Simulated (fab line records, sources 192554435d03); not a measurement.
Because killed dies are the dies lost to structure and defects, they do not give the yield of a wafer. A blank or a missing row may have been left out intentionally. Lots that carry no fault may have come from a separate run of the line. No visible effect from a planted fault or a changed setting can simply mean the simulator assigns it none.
Which tool is to blame? -- flow n5Finfet -- 11 lots with 33 wafers sampled at 4 steps, on a route of 1938 steps

== WHAT EACH GAUGE READ, for each wafer ==
N5_DUMMY_GATE_CD_MEAS_50: the cd target is 14 nm.
lot,measured,on,cdNm (nm)
L075,day 3 06:37,cdSem-02,14.0 14.3 14.1
L077,day 3 18:44,cdSem-03,14.0 14.5 14.1
L079,day 4 05:17,cdSem-03,14.8 14.1 13.9
L081,day 4 17:04,cdSem-01,13.7 14.1 14.2
L083,day 5 10:31,cdSem-02,13.9 14.5 13.7
L085,day 5 21:44,cdSem-01,14.7 13.8 14.3
L087,day 6 07:17,cdSem-03,13.9 13.9 13.7
L089,day 6 22:06,cdSem-01,14.0 14.2 14.1
L091,day 7 08:43,cdSem-03,14.3 14.5 14.1
L093,day 7 22:02,cdSem-01,13.9 13.5 14.2
L096,day 8 10:27,cdSem-02,14.2 14.1 13.9

== WHAT TOOL EACH LOT RAN ON (gives the tool, then ch and the chambers of the sampled wafers, and finally the start) ==
lot,N5_STI_FIN_REVEAL_DENSIFY_30,N5_STI_FIN_REVEAL_ETCHBACK_08,N5_DUMMY_GATE_DESCUM_20
L075,"rtpAnneal-02 ch 0, day 2 17:02","rieDiel-06 ch 0,1, day 2 17:13","rieDiel-03 ch 0,2,3, day 3 06:03"
L077,"rtpAnneal-02 ch 0, day 3 06:25","rieDiel-06 ch 0,3, day 3 06:37","rieDiel-04 ch 0,3, day 3 18:22"
L079,"rtpAnneal-02 ch 0, day 3 16:59","rieDiel-01 ch 1,2, day 3 17:12","rieDiel-05 ch 1,2,3, day 4 04:54"
L081,"rtpAnneal-02 ch 0, day 4 04:36","rieDiel-01 ch 0,1, day 4 04:47","rieDiel-04 ch 0,1,3, day 4 16:41"
L083,"rtpAnneal-02 ch 0, day 4 18:49","rieDiel-02 ch 0,3, day 4 19:16","rieDiel-03 ch 0,1, day 5 09:46"
L085,"rtpAnneal-02 ch 0, day 5 08:44","rieDiel-02 ch 0,1, day 5 09:09","rieDiel-05 ch 0,1,3, day 5 21:22"
L087,"rtpAnneal-02 ch 0, day 5 16:39","rieDiel-02 ch 0,3, day 5 17:05","rieDiel-04 ch 2,3, day 6 06:52"
L089,"rtpAnneal-01 ch 0, day 6 05:52","rieDiel-02 ch 0,2,3, day 6 06:06","rieDiel-05 ch 0,2,3, day 6 21:30"
L091,"rtpAnneal-02 ch 0, day 6 19:05","rieDiel-01 ch 0,1,2, day 6 19:20","rieDiel-04 ch 0,2, day 7 08:15"
L093,"rtpAnneal-01 ch 0, day 7 05:31","rieDiel-01 ch 0,1,2, day 7 05:41","rieDiel-03 ch 0,1,2, day 7 21:39"
L096,"rtpAnneal-01 ch 0, day 7 21:13","rieDiel-01 ch 0,1, day 7 21:26","rieDiel-04 ch 0,2,3, day 8 09:54"
- N5_STI_FIN_REVEAL_DENSIFY_30
- N5_STI_FIN_REVEAL_ETCHBACK_08: etches SiO2 in C4F6/O2, target depth 30.5 nm, time 10.167 s.
- N5_DUMMY_GATE_DESCUM_20: chemistry O2, time 6.2 s.

== THE ANSWER, worked out from the rows above alone ==
Rule: usual is defined by the lots themselves. The widest of any qualifying gaps counts: lots, ordered by their means at a reading, are off when they make up no more than a third of the lots, leave a main group of 4 or more, and stand apart from it by 3 or more times the standard deviation of that group's means. Not used: any main group whose means are identical at the precision the tables above print for the reading. Also off: a lot with no number at a reading for which 4 or more lots have one. All remaining lots with rows at the step are treated as sound.
No lot is off at any reading shown: from this, nothing can be told.

== WHAT WAS PUT IN BY THE SIMULATOR ==
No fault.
